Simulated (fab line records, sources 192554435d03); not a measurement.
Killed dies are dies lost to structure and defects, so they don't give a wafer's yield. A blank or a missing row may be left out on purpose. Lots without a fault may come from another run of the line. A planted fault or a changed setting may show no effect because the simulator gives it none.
Chamber matching | flow n5_finfet | N5_BEOL_M1_ETCHBACK_99 on rie_diel-03: 4 sister chambers
The step etches SiO2 in CHF3, target depth 5 nm, time 10.4 s. 24 wafers are shown with their chamber, then 12 later ones without.

WAFERS WITH THEIR CHAMBER
wafer  | chamber | drypump_motor_current_A (A) | showerhead_plenum_p_Torr (Torr) | rf_vpp_V (V)
L075.2 | 0       | 6.1                         | 2.06                            | 239.7
L075.4 | 1       | 4.7                         | 2.22                            | 243.1
L075.6 | 1       | 4.7                         | 2.22                            | 242.4
L076.1 | 2       | 6.2                         | 2.07                            | 238.5
L076.2 | 3       | 6.2                         | 2.09                            | 236.7
L076.4 | 1       | 4.7                         | 2.21                            | 242.6
L078.2 | 1       | 4.7                         | 2.21                            | 240.9
L078.4 | 0       | 6.1                         | 2.06                            | 242.1
L078.6 | 2       | 6.2                         | 2.07                            | 240.3
L079.3 | 2       | 6.2                         | 2.07                            | 238.8
L079.4 | 1       | 4.7                         | 2.21                            | 241.3
L079.6 | 3       | 6.2                         | 2.08                            | 234.8
L082.2 | 3       | 6.2                         | 2.08                            | 234.6
L082.4 | 2       | 6.2                         | 2.07                            | 238.0
L082.6 | 0       | 6.1                         | 2.06                            | 240.5
L084.2 | 0       | 6.1                         | 2.06                            | 242.2
L084.4 | 3       | 6.2                         | 2.08                            | 238.1
L084.5 | 2       | 6.2                         | 2.06                            | 236.8
L085.1 | 0       | 6.0                         | 2.05                            | 242.5
L085.3 | 1       | 4.7                         | 2.21                            | 242.0
L085.5 | 0       | 6.1                         | 2.05                            | 240.8
L087.1 | 0       | 6.1                         | 2.05                            | 239.0
L087.3 | 2       | 6.2                         | 2.06                            | 237.6
L087.6 | 0       | 6.1                         | 2.05                            | 241.6

SIGNATURES (means of the wafers above)
reading                  | chamber 0 | chamber 1 | chamber 2 | chamber 3 | scatter within a chamber
drypump_motor_current_A  | 6.087     | 4.700     | 6.200     | 6.200     | 0.0209
showerhead_plenum_p_Torr | 2.0550    | 2.2133    | 2.0667    | 2.0825    | 0.0052
rf_vpp_V                 | 241.050   | 242.050   | 238.333   | 236.050   | 1.23
Rule: a wafer's distance from a chamber is the root of the sum, over the readings, of the square of ((its reading less the chamber's mean) divided by the reading's scatter). The wafer belongs to the nearest chamber; if the next one is less than 2 further off, it can't be placed. The scatter: the root of (the sum of the squares of (reading less its chamber's mean) over the shown wafers, divided by (wafers less chambers)).

WAFERS WITHOUT THEIR CHAMBER
wafer  | drypump_motor_current_A (A) | showerhead_plenum_p_Torr (Torr) | rf_vpp_V (V)
L088.1 | 6.2                         | 2.06                            | 236.6
L088.4 | 4.8                         | 2.21                            | 242.1
L088.6 | 4.7                         | 2.21                            | 241.4
L090.1 | 6.1                         | 2.05                            | 241.1
L090.3 | 4.7                         | 2.21                            | 243.0
L090.4 | 6.2                         | 2.08                            | 236.1
L093.1 | 6.2                         | 2.06                            | 238.5
L093.3 | 6.1                         | 2.05                            | 240.9
L093.4 | 6.2                         | 2.08                            | 235.2
L096.1 | 4.8                         | 2.20                            | 240.9
L096.4 | 6.2                         | 2.07                            | 234.9
L096.5 | 6.1                         | 2.05                            | 242.2

WHICH CHAMBER EACH WENT THROUGH
wafer  | from the rows above     | in truth
L088.1 | 2                       | 2
L088.4 | 1                       | 1
L088.6 | 1                       | 1
L090.1 | 0                       | 0
L090.3 | 1                       | 1
L090.4 | 3                       | 3
L093.1 | 2                       | 2
L093.3 | 0                       | 0
L093.4 | 3                       | 3
L096.1 | 1                       | 1
L096.4 | can't be placed: 3 or 2 | 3
L096.5 | 0                       | 0
Placed correctly: 11 of 12. Can't be placed from these rows: 1 (the true chamber is among the candidates in 1). Placed wrongly: 0.
